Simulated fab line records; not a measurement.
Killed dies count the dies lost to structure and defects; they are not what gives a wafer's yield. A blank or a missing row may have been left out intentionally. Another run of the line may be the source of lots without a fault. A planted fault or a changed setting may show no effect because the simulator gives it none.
Matching of chambers | flow nand_harc | 4 sister chambers for NHARC_A_STAIRCASE_CMP_152 on cmp-04
The step polishes. 18 wafers are shown with their chamber, then 9 later ones without.

## EACH WAFER AND ITS CHAMBER
wafer  | chamber | motor_current_A (A)
L074.1 | 3       | 11.8
L074.2 | 0       | 11.8
L074.5 | 3       | 11.5
L075.1 | 3       | 11.8
L075.2 | 1       | 12.0
L075.4 | 0       | 12.6
L076.1 | 3       | 11.8
L076.5 | 1       | 11.7
L076.6 | 0       | 13.1
L084.1 | 3       | 11.8
L084.4 | 0       | 12.8
L084.6 | 2       | 10.4
L087.1 | 1       | 12.0
L087.3 | 0       | 13.0
L087.5 | 0       | 12.6
L092.2 | 3       | 11.9
L092.4 | 2       | 10.4
L092.5 | 2       | 9.7

SIGNATURES, as means of the wafers listed above
reading         | chamber 0 | chamber 1 | chamber 2 | chamber 3 | scatter within a chamber
motor_current_A | 12.650    | 11.900    | 10.167    | 11.767    | 0.333
Rule: distance of a wafer from a chamber = root of the sum over the readings of ((wafer's reading minus chamber's mean) / reading's scatter) squared. The wafer belongs to the nearest chamber; if the next one is less than 2 further off, it can't be placed. How the scatter is found: for the shown wafers, subtract from each reading the mean of its chamber, square and add these, divide the total by (wafers less chambers), then take the root.

## WAFERS WHOSE CHAMBER IS MISSING
wafer  | motor_current_A (A)
L090.1 | 12.8
L090.2 | 12.3
L090.6 | 12.0
L095.1 | 10.4
L095.2 | 11.9
L095.4 | 12.7
L097.1 | 12.1
L097.5 | 12.8
L097.6 | 12.0

## EACH ONE'S CHAMBER
wafer  | from the rows above          | in truth
L090.1 | 0                            | 0
L090.2 | can't be placed: 0 or 1 or 3 | 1
L090.6 | can't be placed: 1 or 3 or 0 | 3
L095.1 | 2                            | 2
L095.2 | can't be placed: 1 or 3      | 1
L095.4 | 0                            | 0
L097.1 | can't be placed: 1 or 3 or 0 | 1
L097.5 | 0                            | 0
L097.6 | can't be placed: 1 or 3 or 0 | 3
Placed correctly: 4 of 9. From these rows, 5 cannot be placed; in 5 the true chamber is one of the candidates. Placed wrongly: 0.
